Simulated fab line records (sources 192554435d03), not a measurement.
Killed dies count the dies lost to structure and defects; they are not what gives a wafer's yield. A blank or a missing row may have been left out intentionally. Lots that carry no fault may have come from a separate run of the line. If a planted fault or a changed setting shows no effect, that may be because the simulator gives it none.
fab line records	flow n5_finfet
record lots=24	wafers=72	last_day=18
route steps=1938 shown BEOL_M3@977 BEOL_M4@1022
lots untouched by any fault: they come from a run of this same line in which no faults occurred
start_h: the number of hours between the record's first day and the start of the first shown wafer of the lot	wait_h: hours since the lot's step before	" as in the row above	L1.1+2: a single row standing in for several wafers	- no value, or no start was given	* or withheld: withheld	< > ~ a bound
route shown NAME@n: a module of which the file shows steps, and the number in the route of the first	usual: average and standard deviation across the fault-free wafers	same: alike in all rows	chamber/n: place in a boat	sites: per-site readings	_std_site: how widely they spread, as a standard deviation	_edge_site: the outer-site mean with the inner-site mean subtracted	radius_mm: how far each site lies from the wafer's centre	mask NAME#n: copy n	behind: tool/chamber where the wafer was last shaped	hold: what put the lot on hold/how long, in hours/how the hold closed	device: which transistor (n, p or np) failed to switch	end of line: tests run on the same wafers once the route is complete	a step given without rows: its recipe and nothing more	killed: dies lost to structure and defects at the first sort, not the wafer's yield	map: per-die view of a wafer (x killed, . not killed, _ where there is no die)
set.NAME: setting as actually run; set.NAME@STEP: the setting as run at that earlier step	model.NAME: the simulator's own value behind a step, which no gauge read
steps of the route over a sample of lots; a table a step, a row a wafer
services: when a tool's chamber went out of use (start_h, in hours from the record's first day, below 0 if earlier), for how many hours, and the reason
## steps
# step N5_BEOL_M3_VIA_ETCH_34
# recipe chemistry=C4F6/O2	target_depth_a=694	mask_material=SOC	pressure_mtorr=15	ion_energy_ev=250	taper_deg=4	time_s=65.9	source_w=350	bias_w=170	Ar_flow_sccm=300	C4F6_flow_sccm=10	O2_flow_sccm=10
# usual O2_flow_sccm=10.004/0.029	drypump_motor_current_A=5.9/0.54	oes_ar_750_au=0.77/0.097	oes_product_au=0.77/0.097	rf_vpp_V=670/31	showerhead_plenum_p_Torr=2.84/0.1	throttle_valve_pct=30.8/0.34
lot.wafer	tool	chamber	start_h	wait_h	O2_flow_sccm	drypump_motor_current_A	oes_ar_750_au	oes_product_au	rf_hours_counter_h	rf_vpp_V	showerhead_plenum_p_Torr	throttle_valve_pct
L075.2	rie_diel-01	3	147.54	0.0	10.008	6.6	0.73	0.74	158	717	2.97	31.0
L075.4	"	1	"	"	9.936	6.6	0.72	0.70	214	621	2.71	30.4
L075.6	"	3	"	"	9.976	6.6	0.72	0.74	-	718	2.97	31.0
L074.3	rie_diel-02	0	147.58	0.0	10.003	5.3	0.84	0.86	27	676	2.79	31.0
L074.5	"	0	"	"	9.995	5.2	0.84	0.87	-	675	2.79	31.0
L074.6	"	3	"	"	9.962	5.5	0.89	0.88	-	645	3.03	30.8
L076.1	rie_diel-01	1	153.68	0.0	9.977	6.6	0.72	0.69	216	621	2.71	30.4
L076.4	"	3	"	"	10.035	6.6	0.71	0.74	161	719	2.96	31.0
L076.5	"	2	"	"	10.032	5.7	0.71	0.72	-	703	2.80	31.1
L077.1	rie_diel-01	2	170.30	0.0	10.003	5.7	0.71	0.72	231	702	2.80	31.1
L077.4	"	0	"	"	9.986	5.6	0.89	0.89	23	668	2.89	30.3
L077.6	"	1	"	"	9.951	6.6	0.72	0.69	-	621	2.71	30.4
L078.1	rie_diel-02	2	174.00	0.0	10.022	5.6	0.71	0.72	218	679	2.67	30.4
L078.5	"	0	"	"	9.986	5.3	0.83	0.85	-	677	2.78	31.0
L078.6	"	1	"	"	9.947	6.3	0.73	0.74	-	663	2.85	30.8
L079.1	rie_diel-01	3	178.78	0.0	10.071	6.6	0.71	0.73	167	718	2.96	31.0
L079.2	"	2	"	"	9.961	5.7	0.70	0.71	233	702	2.80	31.1
L079.3	"	1	"	"	10.009	6.6	0.72	0.69	223	621	2.71	30.4
L080.1	rie_diel-03	0	185.93	0.0	9.970	5.7	0.74	0.72	223	649	2.95	31.4
L080.3	"	1	"	"	9.992	5.7	0.75	0.75	185	657	2.72	31.0
L080.6	"	0	"	"	9.991	5.7	0.74	0.73	-	648	2.95	31.4
L081.1	rie_diel-01	0	195.76	0.0	10.027	5.6	0.89	0.88	32	667	2.88	30.3
L081.2	"	3	"	"	9.971	6.6	0.71	0.72	173	719	2.96	31.0
L081.5	"	2	"	"	9.961	5.7	0.70	0.71	-	701	2.80	31.2
L083.2	rie_diel-01	0	198.45	0.0	9.980	5.5	0.88	0.88	32	667	2.88	30.3
L083.4	"	3	"	"	9.999	6.6	0.71	0.72	174	716	2.96	31.0
L083.6	"	0	"	"	10.008	5.6	0.88	0.89	-	667	2.88	30.3
L082.3	rie_diel-01	0	198.82	0.0	10.003	5.6	0.88	0.87	32	667	2.88	30.3
L082.4	"	3	"	"	9.986	6.6	0.71	0.72	175	718	2.96	31.0
L082.6	"	1	"	"	9.973	6.6	0.71	0.68	-	620	2.70	30.4
L084.2	rie_diel-01	1	205.43	0.0	9.984	6.6	0.71	0.69	232	621	2.70	30.4
L084.3	"	0	"	"	9.984	5.6	0.88	0.87	34	668	2.88	30.3
L084.4	"	3	"	"	10.049	6.6	0.71	0.72	177	718	2.96	31.0
L086.2	rie_diel-01	1	216.60	0.0	9.978	6.6	0.71	0.69	237	621	2.70	30.4
L086.3	"	0	"	"	10.039	5.5	0.87	0.86	39	669	2.88	30.3
L086.5	"	3	"	"	9.992	6.6	0.70	0.72	-	718	2.95	31.0
L087.1	rie_diel-02	0	223.85	0.0	10.004	5.3	0.81	0.83	46	677	2.78	31.0
L087.4	"	2	"	"	9.967	5.6	0.71	0.70	227	676	2.67	30.4
L087.5	"	1	"	"	10.030	6.2	0.72	0.72	-	664	2.85	30.8
L085.1	rie_diel-03	1	227.90	0.0	9.991	5.7	0.73	0.74	198	658	2.71	31.0
L085.2	"	2	"	"	10.026	5.3	0.70	0.69	245	646	2.92	31.3
L085.5	"	1	"	"	10.023	5.7	0.73	0.74	-	658	2.71	31.0
L088.2	rie_diel-03	2	230.80	0.0	10.009	5.3	0.69	0.69	246	646	2.92	31.3
L088.4	"	1	"	"	10.028	5.7	0.74	0.74	199	657	2.71	31.0
L088.5	"	3	"	"	10.030	5.1	0.71	0.72	-	674	2.77	30.4
L089.1	rie_diel-01	1	240.93	0.0	9.987	6.6	0.70	0.67	246	622	2.70	30.4
L089.5	"	1	"	"	10.011	6.6	0.70	0.67	-	621	2.70	30.4
L089.6	"	0	"	"	9.993	5.5	0.86	0.84	-	666	2.88	30.3
L090.3	rie_diel-01	3	243.24	0.0	10.050	6.6	0.70	0.72	189	718	2.95	31.0
L090.4	"	1	"	"	10.012	6.6	0.70	0.68	-	622	2.70	30.4
L090.6	"	3	"	"	10.028	6.6	0.70	0.72	-	718	2.95	31.0
L091.1	rie_diel-01	3	251.89	0.0	10.000	6.6	0.70	0.71	193	718	2.95	31.0
L091.5	"	3	"	"	9.997	6.6	0.70	0.72	-	718	2.95	31.0
L091.6	"	0	"	"	9.998	5.6	0.85	0.85	-	667	2.87	30.3
L093.1	rie_diel-03	3	265.31	0.0	10.054	5.1	0.70	0.71	227	675	2.77	30.5
L093.4	"	0	"	"	9.997	5.6	0.71	0.70	248	649	2.94	31.4
L093.6	"	3	"	"	10.055	5.1	0.71	0.72	-	675	2.77	30.5
L092.1	rie_diel-03	2	277.71	0.0	10.017	5.3	1.00	1.00	4	645	2.92	30.8
L092.3	"	3	"	"	9.983	5.0	0.71	0.71	230	674	2.77	30.4
L092.4	"	3	"	"	10.022	5.0	0.71	0.71	-	674	2.77	30.4
L094.2	rie_diel-01	2	277.71	0.0	9.986	5.7	0.98	1.00	2	701	2.79	30.8
L094.4	"	0	"	"	9.997	5.6	0.84	0.83	-	666	2.87	30.3
L094.5	"	3	"	"	9.963	6.6	0.69	0.70	-	718	2.95	31.0
L095.3	rie_diel-03	1	284.93	0.0	10.011	5.7	0.72	0.73	217	659	2.70	31.0
L095.5	"	3	"	"	9.975	5.0	0.70	0.70	-	674	2.76	30.4
L095.6	"	2	"	"	10.028	5.3	0.99	0.98	-	647	2.92	30.8
L096.1	rie_diel-03	1	298.20	0.0	10.000	5.7	0.72	0.72	221	657	2.70	31.0
L096.4	"	0	"	"	9.989	5.6	1.01	1.01	4	648	2.93	30.9
L096.5	"	3	"	"	10.009	5.0	0.70	0.71	-	673	2.76	30.4
L097.1	rie_diel-01	1	304.84	0.0	9.958	6.6	0.99	0.97	4	631	3.03	30.5
L097.5	"	1	"	"	9.964	6.6	1.00	0.97	-	631	3.03	30.5
L097.6	"	2	"	"	10.036	5.7	0.94	0.96	-	703	2.78	30.8
# step N5_BEOL_M3_DEGAS_44
# recipe ambient=vacuum	temp_c=250	time_s=60
# usual heater_power_w=328/27
lot.wafer	tool	chamber	start_h	wait_h	heater_power_w
L075.2	pvd_sputter-01	-	148.19	0.2	346
L075.4	"	-	"	"	292
L075.6	"	-	"	"	275
L074.3	pvd_sputter-02	-	148.26	0.3	320
L074.5	"	-	"	"	384
L074.6	"	-	"	"	353
L076.1	pvd_sputter-02	-	154.42	0.3	347
L076.4	"	-	"	"	331
L076.5	"	-	"	"	380
L077.1	pvd_sputter-01	-	170.95	0.2	288
L077.4	"	-	"	"	327
L077.6	"	-	"	"	348
L078.1	pvd_sputter-01	-	174.49	0.1	350
L078.5	"	-	"	"	308
L078.6	"	-	"	"	334
L079.1	pvd_sputter-02	-	179.56	0.4	329
L079.2	"	-	"	"	378
L079.3	"	-	"	"	331
L080.1	pvd_sputter-01	-	186.84	0.5	293
L080.3	"	-	"	"	344
L080.6	"	-	"	"	293
L081.1	pvd_sputter-03	-	196.62	0.3	345
L081.2	"	-	"	"	313
L081.5	"	-	"	"	354
L083.2	pvd_sputter-03	-	199.24	0.4	303
L083.4	"	-	"	"	362
L083.6	"	-	"	"	349
L082.3	pvd_sputter-03	-	199.40	0.2	307
L082.4	"	-	"	"	343
L082.6	"	-	"	"	348
L084.2	pvd_sputter-03	-	206.02	0.2	356
L084.3	"	-	"	"	349
L084.4	"	-	"	"	315
L086.2	pvd_sputter-02	-	217.34	0.2	328
L086.3	"	-	"	"	329
L086.5	"	-	"	"	336
L087.1	pvd_sputter-03	-	225.47	1.1	318
L087.4	"	-	"	"	306
L087.5	"	-	"	"	304
L085.1	pvd_sputter-03	-	228.79	0.5	348
L085.2	"	-	"	"	351
L085.5	"	-	"	"	349
L088.2	pvd_sputter-01	-	231.41	0.2	281
L088.4	"	-	"	"	301
L088.5	"	-	"	"	335
L089.1	pvd_sputter-03	-	242.05	0.7	297
L089.5	"	-	"	"	346
L089.6	"	-	"	"	299
L090.3	pvd_sputter-01	-	243.79	0.1	300
L090.4	"	-	"	"	285
L090.6	"	-	"	"	335
L091.1	pvd_sputter-03	-	252.52	0.2	348
L091.5	"	-	"	"	354
L091.6	"	-	"	"	303
L093.1	pvd_sputter-03	-	266.00	0.3	316
L093.4	"	-	"	"	349
L093.6	"	-	"	"	348
L094.2	pvd_sputter-03	-	278.24	0.1	350
L094.4	"	-	"	"	357
L094.5	"	-	"	"	348
L092.1	pvd_sputter-03	-	278.32	0.2	352
L092.3	"	-	"	"	298
L092.4	"	-	"	"	316
L095.3	pvd_sputter-01	-	285.75	0.4	299
L095.5	"	-	"	"	322
L095.6	"	-	"	"	294
L096.1	pvd_sputter-01	-	299.05	0.4	343
L096.4	"	-	"	"	292
L096.5	"	-	"	"	345
L097.1	pvd_sputter-03	-	306.11	0.9	341
L097.5	"	-	"	"	300
L097.6	"	-	"	"	308
# step N5_BEOL_M3_SPUTTER_48
# recipe material=Cu	target_thk_a=45	temp_c=-20	chamber_pressure_pa=0.07	power_w=withheld	time_s=8.29
# usual throttle_valve_pct=29.8/0.98
lot.wafer	tool	chamber	start_h	wait_h	throttle_valve_pct
L075.2	pvd_sputter-02	-	149.00	0.1	28.5
L075.4	"	-	"	"	28.0
L075.6	"	-	"	"	31.1
L074.3	pvd_sputter-01	-	150.49	1.5	29.4
L074.5	"	-	"	"	30.4
L074.6	"	-	"	"	30.5
L076.1	pvd_sputter-02	-	155.51	0.4	31.3
L076.4	"	-	"	"	28.7
L076.5	"	-	"	"	28.6
L077.1	pvd_sputter-02	-	172.42	0.8	29.9
L077.4	"	-	"	"	28.5
L077.6	"	-	"	"	29.6
L078.1	pvd_sputter-01	-	175.21	0.2	28.8
L078.5	"	-	"	"	30.6
L078.6	"	-	"	"	29.0
L079.1	pvd_sputter-02	-	180.14	0.1	30.0
L079.2	"	-	"	"	31.3
L079.3	"	-	"	"	27.9
L080.1	pvd_sputter-02	-	187.58	0.2	29.9
L080.3	"	-	"	"	28.0
L080.6	"	-	"	"	28.7
L081.1	pvd_sputter-03	-	197.36	0.1	31.2
L081.2	"	-	"	"	30.2
L081.5	"	-	"	"	30.1
L083.2	pvd_sputter-02	-	200.09	0.1	28.0
L083.4	"	-	"	"	28.4
L083.6	"	-	"	"	28.1
L082.3	pvd_sputter-01	-	202.07	1.8	29.8
L082.4	"	-	"	"	29.6
L082.6	"	-	"	"	30.2
L084.2	pvd_sputter-03	-	206.59	0.1	31.3
L084.3	"	-	"	"	30.7
L084.4	"	-	"	"	30.1
L086.2	pvd_sputter-01	-	218.71	0.2	30.2
L086.3	"	-	"	"	29.4
L086.5	"	-	"	"	30.1
L087.1	pvd_sputter-03	-	226.39	0.2	30.0
L087.4	"	-	"	"	31.4
L087.5	"	-	"	"	31.0
L085.1	pvd_sputter-01	-	229.57	0.1	30.2
L085.2	"	-	"	"	29.2
L085.5	"	-	"	"	30.3
L088.2	pvd_sputter-03	-	232.09	0.2	29.0
L088.4	"	-	"	"	30.7
L088.5	"	-	"	"	28.6
L089.1	pvd_sputter-02	-	242.89	0.3	31.2
L089.5	"	-	"	"	29.8
L089.6	"	-	"	"	27.9
L090.3	pvd_sputter-01	-	244.55	0.2	29.3
L090.4	"	-	"	"	29.5
L090.6	"	-	"	"	29.4
L091.1	pvd_sputter-01	-	253.37	0.2	30.6
L091.5	"	-	"	"	30.3
L091.6	"	-	"	"	30.2
L093.1	pvd_sputter-03	-	266.64	0.1	30.2
L093.4	"	-	"	"	30.8
L093.6	"	-	"	"	31.5
L094.2	pvd_sputter-01	-	278.88	0.1	30.4
L094.4	"	-	"	"	30.1
L094.5	"	-	"	"	30.1
L092.1	pvd_sputter-02	-	279.56	0.5	28.5
L092.3	"	-	"	"	27.9
L092.4	"	-	"	"	31.2
L095.3	pvd_sputter-03	-	287.53	0.2	28.9
L095.5	"	-	"	"	30.7
L095.6	"	-	"	"	30.1
L096.1	pvd_sputter-03	-	299.88	0.2	31.2
L096.4	"	-	"	"	28.8
L096.5	"	-	"	"	30.1
L097.1	pvd_sputter-03	-	306.85	0.1	30.6
L097.5	"	-	"	"	31.3
L097.6	"	-	"	"	28.9
# step N5_BEOL_M3_ANNEAL_87
# recipe temp_c=400	time_s=240	ambient=vacuum
# usual heater_power_w=824/68
lot.wafer	tool	chamber	start_h	wait_h	heater_power_w
L075.2	pvd_sputter-02	-	149.74	0.0	947
L075.4	"	-	"	"	816
L075.6	"	-	"	"	820
L074.3	pvd_sputter-01	-	151.23	0.0	839
L074.5	"	-	"	"	753
L074.6	"	-	"	"	846
L076.1	pvd_sputter-02	-	156.25	0.0	800
L076.4	"	-	"	"	969
L076.5	"	-	"	"	979
L077.1	pvd_sputter-02	-	173.16	0.0	866
L077.4	"	-	"	"	948
L077.6	"	-	"	"	886
L078.1	pvd_sputter-01	-	175.95	0.0	698
L078.5	"	-	"	"	880
L078.6	"	-	"	"	689
L079.1	pvd_sputter-02	-	180.88	0.0	840
L079.2	"	-	"	"	828
L079.3	"	-	"	"	844
L080.1	pvd_sputter-02	-	188.32	0.0	883
L080.3	"	-	"	"	812
L080.6	"	-	"	"	939
L081.1	pvd_sputter-03	-	198.10	0.0	850
L081.2	"	-	"	"	805
L081.5	"	-	"	"	792
L083.2	pvd_sputter-02	-	200.83	0.0	828
L083.4	"	-	"	"	937
L083.6	"	-	"	"	801
L082.3	pvd_sputter-01	-	202.81	0.0	869
L082.4	"	-	"	"	805
L082.6	"	-	"	"	743
L084.2	pvd_sputter-03	-	207.33	0.0	864
L084.3	"	-	"	"	767
L084.4	"	-	"	"	778
L086.2	pvd_sputter-01	-	219.45	0.0	756
L086.3	"	-	"	"	840
L086.5	"	-	"	"	755
L087.1	pvd_sputter-03	-	227.13	0.0	781
L087.4	"	-	"	"	862
L087.5	"	-	"	"	769
L085.1	pvd_sputter-01	-	230.31	0.0	862
L085.2	"	-	"	"	668
L085.5	"	-	"	"	730
L088.2	pvd_sputter-03	-	232.83	0.0	879
L088.4	"	-	"	"	783
L088.5	"	-	"	"	872
L089.1	pvd_sputter-02	-	243.63	0.0	781
L089.5	"	-	"	"	871
L089.6	"	-	"	"	824
L090.3	pvd_sputter-01	-	245.29	0.0	712
L090.4	"	-	"	"	818
L090.6	"	-	"	"	830
L091.1	pvd_sputter-01	-	254.11	0.0	866
L091.5	"	-	"	"	748
L091.6	"	-	"	"	855
L093.1	pvd_sputter-03	-	267.38	0.0	757
L093.4	"	-	"	"	744
L093.6	"	-	"	"	855
L094.2	pvd_sputter-01	-	279.62	0.0	852
L094.4	"	-	"	"	747
L094.5	"	-	"	"	831
L092.1	pvd_sputter-02	-	280.30	0.0	957
L092.3	"	-	"	"	823
L092.4	"	-	"	"	812
L095.3	pvd_sputter-03	-	288.27	0.0	895
L095.5	"	-	"	"	775
L095.6	"	-	"	"	771
L096.1	pvd_sputter-03	-	300.62	0.0	853
L096.4	"	-	"	"	897
L096.5	"	-	"	"	758
L097.1	pvd_sputter-03	-	307.59	0.0	756
L097.5	"	-	"	"	890
L097.6	"	-	"	"	883
# step N5_BEOL_M4_THK_MEAS_01
# recipe reads=SiOC_of_BEOL_M4_ILD_DEP_00
# usual M4_ILD_THK=78.6/1.1
lot.wafer	tool	chamber	start_h	wait_h	M4_ILD_THK[nm]
L075.2	film_metro-01	-	152.41	0.1	77.2
L075.4	"	-	"	"	78.3
L075.6	"	-	"	"	79.2
L074.3	film_metro-01	-	153.70	0.1	77.0
L074.5	"	-	"	"	78.3
L074.6	"	-	"	"	79.1
L076.1	film_metro-01	-	158.46	0.0	78.9
L076.4	"	-	"	"	80.8
L076.5	"	-	"	"	80.3
L077.1	film_metro-01	-	175.74	0.0	77.0
L077.4	"	-	"	"	77.4
L077.6	"	-	"	"	77.6
L078.1	film_metro-02	-	178.14	0.0	77.7
L078.5	"	-	"	"	77.4
L078.6	"	-	"	"	78.3
L079.1	film_metro-01	-	183.08	0.0	78.5
L079.2	"	-	"	"	78.5
L079.3	"	-	"	"	77.5
L080.1	film_metro-01	-	190.52	0.0	77.7
L080.3	"	-	"	"	78.0
L080.6	"	-	"	"	79.6
L081.1	film_metro-01	-	200.91	0.1	76.0
L081.2	"	-	"	"	76.3
L081.5	"	-	"	"	77.3
L082.3	film_metro-02	-	205.03	0.1	78.1
L082.4	"	-	"	"	80.3
L082.6	"	-	"	"	79.3
L083.2	film_metro-01	-	206.93	0.1	77.9
L083.4	"	-	"	"	79.5
L083.6	"	-	"	"	79.6
L084.2	film_metro-02	-	209.62	0.1	77.1
L084.3	"	-	"	"	78.3
L084.4	"	-	"	"	79.8
L086.2	film_metro-01	-	221.65	0.1	77.2
L086.3	"	-	"	"	77.6
L086.5	"	-	"	"	79.4
L087.1	film_metro-02	-	229.62	0.0	77.8
L087.4	"	-	"	"	78.2
L087.5	"	-	"	"	79.2
L085.1	film_metro-01	-	232.52	0.0	77.4
L085.2	"	-	"	"	80.0
L085.5	"	-	"	"	80.7
L088.2	film_metro-01	-	235.03	0.1	78.2
L088.4	"	-	"	"	78.3
L088.5	"	-	"	"	78.8
L089.1	film_metro-01	-	246.10	0.0	79.8
L089.5	"	-	"	"	79.6
L089.6	"	-	"	"	80.7
L090.3	film_metro-02	-	247.55	0.1	78.0
L090.4	"	-	"	"	79.5
L090.6	"	-	"	"	79.8
L091.1	film_metro-01	-	256.37	0.0	79.6
L091.5	"	-	"	"	79.2
L091.6	"	-	"	"	79.8
L093.1	film_metro-02	-	270.46	0.0	79.2
L093.4	"	-	"	"	79.2
L093.6	"	-	"	"	79.9
L094.2	film_metro-01	-	281.82	0.1	78.4
L094.4	"	-	"	"	79.8
L094.5	"	-	"	"	80.4
L092.1	film_metro-02	-	282.50	0.0	77.5
L092.3	"	-	"	"	76.6
L092.4	"	-	"	"	77.6
L095.3	film_metro-02	-	290.50	0.1	78.8
L095.5	"	-	"	"	80.3
L095.6	"	-	"	"	79.9
L096.1	film_metro-01	-	302.86	0.0	78.9
L096.4	"	-	"	"	79.9
L096.5	"	-	"	"	79.0
L097.1	film_metro-02	-	309.79	0.0	79.3
L097.5	"	-	"	"	78.8
L097.6	"	-	"	"	79.6
# step N5_BEOL_M4_VIA_ETCH_34
# recipe chemistry=C4F6/O2	target_depth_a=694	mask_material=SOC	pressure_mtorr=15	ion_energy_ev=250	taper_deg=4	time_s=65.9	source_w=350	bias_w=170	Ar_flow_sccm=300	C4F6_flow_sccm=10	O2_flow_sccm=10
# usual O2_flow_sccm=10.00/0.03	drypump_motor_current_A=5.8/0.46	oes_ar_750_au=0.81/0.1	oes_product_au=0.80/0.1	rf_vpp_V=657/15	showerhead_plenum_p_Torr=2.81/0.1	throttle_valve_pct=30.6/0.36
lot.wafer	tool	chamber	start_h	wait_h	O2_flow_sccm	drypump_motor_current_A	oes_ar_750_au	oes_product_au	rf_hours_counter_h	rf_vpp_V	showerhead_plenum_p_Torr	throttle_valve_pct
L075.2	rie_diel-05	1	156.53	0.0	10.02	6.1	0.87	0.88	36	660	2.80	30.7
L075.4	"	2	"	"	9.95	5.1	0.72	0.70	-	661	2.96	30.8
L075.6	"	0	"	"	10.00	5.7	0.69	0.68	-	679	2.71	31.1
L074.3	rie_diel-04	1	156.84	0.0	10.04	5.2	0.73	0.72	180	653	2.70	29.9
L074.5	"	2	"	"	10.04	5.8	0.74	0.73	-	649	2.93	30.8
L074.6	"	3	"	"	10.07	5.3	0.91	0.90	-	657	2.81	30.3
L076.1	rie_diel-06	3	174.40	0.0	9.94	6.4	0.89	0.89	52	632	2.73	30.3
L076.4	"	0	"	"	9.97	6.6	0.71	0.68	241	656	2.82	31.2
L076.5	"	3	"	"	9.94	6.5	0.89	0.88	-	631	2.73	30.2
L077.1	rie_diel-04	2	180.45	0.0	9.96	5.8	0.73	0.72	178	649	2.93	30.8
L077.4	"	1	"	"	10.00	5.2	0.72	0.70	187	652	2.70	29.9
L077.6	"	3	"	"	9.97	5.3	0.89	0.90	-	658	2.80	30.3
L078.1	rie_diel-04	2	182.39	0.0	9.99	5.8	0.73	0.73	179	651	2.93	30.8
L078.5	"	2	"	"	10.02	5.8	0.74	0.72	-	650	2.93	30.8
L078.6	"	3	"	"	10.06	5.3	0.88	0.89	-	659	2.80	30.3
L079.1	rie_diel-06	2	187.11	0.0	9.99	5.5	0.71	0.70	200	685	2.67	30.3
L079.2	"	1	"	"	10.00	6.0	0.70	0.69	239	668	2.77	30.7
L079.3	"	0	"	"	10.00	6.6	0.70	0.68	247	656	2.81	31.2
L080.1	rie_diel-05	0	194.99	0.0	10.01	5.7	0.67	0.67	253	678	2.70	31.1
L080.3	"	2	"	"	10.00	5.1	0.70	0.70	218	659	2.96	30.8
L080.6	"	2	"	"	10.05	5.1	0.71	0.70	-	661	2.96	30.8
L081.1	rie_diel-05	3	208.19	0.0	10.02	5.6	0.67	0.66	259	641	2.82	31.3
L081.2	"	1	"	"	10.01	6.1	0.85	0.84	54	659	2.79	30.7
L081.5	"	1	"	"	9.92	6.1	0.84	0.86	-	657	2.79	30.7
L082.3	rie_diel-05	1	209.07	0.0	9.99	6.1	0.85	0.85	-	655	2.79	30.7
L082.4	"	3	"	"	10.06	5.6	0.68	0.66	-	640	2.82	31.3
L082.6	"	3	"	"	10.02	5.6	0.67	0.66	-	640	2.82	31.3
L083.2	rie_diel-05	1	213.77	0.0	10.00	6.1	0.84	0.84	-	658	2.79	30.7
L083.4	"	1	"	"	9.99	6.1	0.85	0.85	-	659	2.79	30.7
L083.6	"	1	"	"	10.01	6.1	0.84	0.84	-	657	2.79	30.7
L084.2	rie_diel-04	1	215.16	0.0	10.01	5.2	0.72	0.70	201	654	2.69	29.9
L084.3	"	2	"	"	9.98	5.8	0.72	0.71	194	650	2.92	30.8
L084.4	"	2	"	"	10.03	5.8	0.72	0.71	-	649	2.92	30.8
L086.2	rie_diel-06	0	230.95	0.0	10.04	6.6	1.00	0.99	0	657	2.81	30.7
L086.3	"	2	"	"	9.96	5.4	0.70	0.68	219	686	2.66	30.3
L086.5	"	0	"	"	10.01	6.6	1.00	0.98	-	656	2.81	30.7
L087.1	rie_diel-05	2	234.83	0.0	9.98	5.1	0.70	0.69	231	659	2.95	30.8
L087.4	"	1	"	"	10.00	6.1	0.82	0.82	67	657	2.79	30.8
L087.5	"	0	"	"	10.02	5.7	0.93	0.95	-	688	3.04	30.6
L085.1	rie_diel-06	2	237.98	0.0	9.96	5.4	0.69	0.69	223	686	2.66	30.3
L085.2	"	0	"	"	10.02	6.6	0.96	0.95	4	654	2.81	30.7
L085.5	"	0	"	"	10.00	6.6	0.96	0.95	-	655	2.81	30.7
L088.2	rie_diel-06	0	238.45	0.0	10.01	6.6	0.96	0.95	4	655	2.81	30.7
L088.4	"	3	"	"	9.99	6.5	0.86	0.84	-	631	2.72	30.3
L088.5	"	0	"	"	10.00	6.6	0.96	0.94	-	655	2.81	30.7
L089.1	rie_diel-04	2	262.01	0.0	9.99	5.8	0.71	0.69	213	651	2.91	30.8
L089.5	"	0	"	"	9.94	5.6	0.94	0.93	-	663	3.05	30.6
L089.6	"	3	"	"	10.00	5.3	0.85	0.84	-	658	2.79	30.3
L090.3	rie_diel-05	0	265.53	0.0	10.00	5.7	0.90	0.91	16	688	3.03	30.6
L090.4	"	1	"	"	10.02	6.1	0.82	0.82	77	658	2.78	30.8
L090.6	"	2	"	"	10.00	5.1	0.69	0.68	-	661	2.94	30.8
L091.1	rie_diel-06	0	271.27	0.0	10.03	6.6	0.92	0.92	17	655	2.81	30.7
L091.5	"	1	"	"	9.98	6.0	0.95	0.96	-	668	2.76	30.4
L091.6	"	2	"	"	10.01	5.5	0.69	0.68	-	685	2.66	30.4
L093.1	rie_diel-04	1	283.39	0.0	10.00	5.2	0.70	0.67	225	651	2.68	29.9
L093.4	"	3	"	"	9.95	5.4	0.83	0.83	74	657	2.79	30.3
L093.6	"	2	"	"	10.03	5.8	0.71	0.69	-	649	2.91	30.8
L094.2	rie_diel-05	0	291.91	0.0	9.99	5.7	0.88	0.89	25	688	3.03	30.6
L094.4	"	0	"	"	10.02	5.7	0.88	0.89	-	688	3.03	30.6
L094.5	"	3	"	"	9.99	5.6	0.93	0.92	-	639	2.81	31.2
L092.1	rie_diel-06	2	291.91	0.0	10.01	5.4	0.68	0.67	242	686	2.65	30.4
L092.3	"	0	"	"	10.05	6.7	0.92	0.91	21	656	2.80	30.7
L092.4	"	3	"	"	9.95	6.5	0.84	0.82	96	631	2.71	30.3
L095.3	rie_diel-06	0	299.43	0.0	9.99	6.7	0.90	0.89	25	654	2.80	30.8
L095.5	"	1	"	"	9.99	6.0	0.93	0.94	-	666	2.76	30.4
L095.6	"	0	"	"	9.98	6.6	0.90	0.90	-	656	2.80	30.8
L096.1	rie_diel-04	3	314.26	0.0	10.03	5.4	0.82	0.82	85	659	2.78	30.4
L096.4	"	1	"	"	10.00	5.2	0.68	0.67	-	652	2.68	29.9
L096.5	"	3	"	"	10.03	5.4	0.83	0.83	-	657	2.78	30.4
L097.1	rie_diel-04	2	321.09	0.0	10.01	5.8	0.70	0.69	228	649	2.91	30.8
L097.5	"	0	"	"	9.93	5.6	0.89	0.88	-	663	3.04	30.7
L097.6	"	3	"	"	9.96	5.3	0.82	0.82	-	656	2.78	30.3
## services
tool	chamber	start_h	hours	kind
rie_diel-04	2	130.36	10.1	repair
rie_diel-05	3	134.08	65.0	repair
rie_diel-05	1	183.09	9.7	repair
rie_diel-02	-	204.96	14.6	pm
rie_diel-05	3	209.61	4.5	repair
rie_diel-01	3	218.89	5.0	repair
rie_diel-05	0	223.81	5.5	repair
rie_diel-02	0	225.17	5.2	repair
rie_diel-01	2	237.75	12.4	repair
rie_diel-01	2	250.55	-	clean
rie_diel-01	2	250.55	-	consumable_replace:focus_ring
rie_diel-01	2	250.55	18.5	scheduled_down
rie_diel-01	2	250.55	18.5	vent_cycle
rie_diel-04	-	266.81	2.4	repair
rie_diel-06	-	267.21	0.6	repair
rie_diel-01	1	269.04	-	clean
rie_diel-01	1	269.04	-	consumable_replace:focus_ring
rie_diel-01	1	269.04	-	consumable_replace:showerhead
rie_diel-06	-	275.37	4.3	pm
rie_diel-06	2	294.86	13.9	repair
rie_diel-02	2	301.04	12.7	repair
rie_diel-04	2	302.94	7.1	repair
rie_diel-04	2	310.68	4.4	repair
pvd_sputter-02	-	311.06	2.8	repair
## key
fault none
